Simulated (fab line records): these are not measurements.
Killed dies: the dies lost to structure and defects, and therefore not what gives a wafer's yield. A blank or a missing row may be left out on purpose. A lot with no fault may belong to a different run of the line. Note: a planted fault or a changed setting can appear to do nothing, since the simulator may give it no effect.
Which tool is to blame? :: flow n5Finfet :: 10 lots (30 wafers sampled), 1 step of a 1938-step route

== WHAT THE GAUGES SHOWED, per wafer ==
N5_BEOL_M10_CD_MEAS_11: the cd target is 64.1 nm. Usual: cdNm at 64.2 nm, with a standard deviation of 0.47.
lot: L930
measured: day 12 06:52
on: cdSem-02
cdNm (nm): 63.4 63.8 63.7
flag: 

lot: L932
measured: day 12 09:55
on: cdSem-03
cdNm (nm): 64.0 63.9 64.4
flag: 

lot: L934
measured: day 12 19:06
on: cdSem-02
cdNm (nm): 63.5 64.7 64.6
flag: 

lot: L935
measured: day 12 19:25
on: cdSem-03
cdNm (nm): 64.1 63.6 64.2
flag: 

lot: L933
measured: day 13 03:50
on: cdSem-03
cdNm (nm): 64.3 64.6 64.3
flag: 

lot: L942
measured: day 16 09:13
on: cdSem-01
cdNm (nm): 64.6 64.6 64.1
flag: 

lot: L946
measured: day 17 14:58
on: cdSem-03
cdNm (nm): 64.3 64.7 63.9
flag: 

lot: L944
measured: day 17 15:01
on: cdSem-01
cdNm (nm): 63.7 63.6 63.3
flag: 

lot: L950
measured: day 17 22:15
on: cdSem-01
cdNm (nm): 64.5 64.5 64.3
flag: 

lot: L949
measured: day 18 10:10
on: cdSem-03
cdNm (nm): 64.6 64.4 63.6
flag: 

== WHAT TOOL EACH LOT RAN ON (gives the tool, then ch and the chambers of the sampled wafers, and finally the start) ==
The record shows no process step preceding these readings.

== AS READ BY THE TOOLS THEMSELVES (means over the sampled wafers that have a number; for cases with no such wafer, the mark the record gives instead) ==
The record holds no such reading with a usual standard deviation.

== THE ANSWER, worked out from the rows above alone ==
Rule: a lot counts as off when the mean over its wafers that have a number is more than 3 standard deviations away from the usual mean. A lot without any number at a reading at which 4 lots or more have one is off too. All remaining lots with rows at the step are treated as sound. First the gauges in route order, then the tools' own readings, where a lot's mean is used as printed above. At the first step where some lot is off, the reading lying furthest off is the one used; lots without a number count as furthest.
No lot is off at any reading shown: from this, nothing can be told.

== WHAT THE SIMULATOR HAD INSERTED ==
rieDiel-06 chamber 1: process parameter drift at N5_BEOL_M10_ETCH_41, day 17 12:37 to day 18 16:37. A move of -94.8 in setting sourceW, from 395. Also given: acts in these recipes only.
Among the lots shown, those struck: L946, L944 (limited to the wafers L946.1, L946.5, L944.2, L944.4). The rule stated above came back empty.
